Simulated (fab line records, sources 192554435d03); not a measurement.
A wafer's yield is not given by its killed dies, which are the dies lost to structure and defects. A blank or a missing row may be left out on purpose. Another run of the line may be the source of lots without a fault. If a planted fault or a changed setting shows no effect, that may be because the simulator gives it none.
Chamber matching	flow n5-finfet	3 sister chambers for N5_BEOL_M4_PECVD_72 on pecvd-02
The step deposits SiO2 from TEOS/O2, target thk 16 nm, time 18 s. 20 wafers are shown with their chamber, then 10 later ones without.

## WAFERS, EACH WITH ITS CHAMBER
wafer	chamber	showerhead-plenum-p-Torr (Torr)	throttle-valve-pct (%)	heater-power-w (W)
L078.1	1	8.70	21.2	732
L078.4	2	8.82	21.6	840
L078.6	0	8.76	21.3	755
L081.2	1	8.71	21.3	728
L081.5	0	8.73	21.6	781
L081.6	1	8.74	21.6	714
L082.1	1	8.69	21.1	838
L082.5	1	8.69	21.3	843
L082.6	0	8.77	21.2	701
L084.1	0	8.73	21.5	753
L084.3	2	8.81	21.9	801
L084.6	1	8.70	21.3	770
L087.1	2	8.83	22.0	803
L087.4	1	8.70	21.6	806
L087.5	0	8.75	21.5	880
L090.2	2	8.85	21.7	822
L090.4	0	8.75	21.5	844
L090.6	1	8.70	21.3	772
L089.1	1	8.70	21.6	727
L089.3	0	8.74	21.6	853

SIGNATURES (means of the wafers above)
reading	chamber 0	chamber 1	chamber 2	scatter within a chamber
showerhead-plenum-p-Torr	8.7471	8.7033	8.8275	0.0154
throttle-valve-pct	21.457	21.367	21.800	0.174
heater-power-w	795.29	770.00	816.50	51.9
Rule: a wafer's distance from a chamber is the root of the sum, over the readings, of the square of ((its reading less the chamber's mean) divided by the reading's scatter). If the next closest chamber is less than 2 further off than the closest, the wafer can't be placed; otherwise it belongs to the closest. The scatter is the square root of a quotient: the sum, over the shown wafers, of each reading's squared deviation from its chamber's mean, divided by wafers minus chambers.

## WAFERS WITH NO CHAMBER GIVEN
wafer	showerhead-plenum-p-Torr (Torr)	throttle-valve-pct (%)	heater-power-w (W)
L089.5	8.73	21.4	717
L092.4	8.82	22.0	818
L092.5	8.74	21.7	728
L092.6	8.71	21.5	825
L093.2	8.82	21.8	713
L093.4	8.69	21.2	833
L093.5	8.81	22.0	725
L094.2	8.82	21.8	785
L094.4	8.74	21.6	861
L094.6	8.69	21.1	869

## EACH ONE'S CHAMBER
wafer	from the rows above	in truth
L089.5	can't be placed: 0 or 1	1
L092.4	2	2
L092.5	can't be placed: 0 or 1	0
L092.6	can't be placed: 1 or 0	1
L093.2	2	2
L093.4	1	1
L093.5	2	2
L094.2	2	2
L094.4	can't be placed: 0 or 1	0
L094.6	can't be placed: 1 or 0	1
5 of 10 placed correctly. Unplaceable from these rows: 5, with the true chamber sitting among the candidates in 5. Wrongly placed: 0.
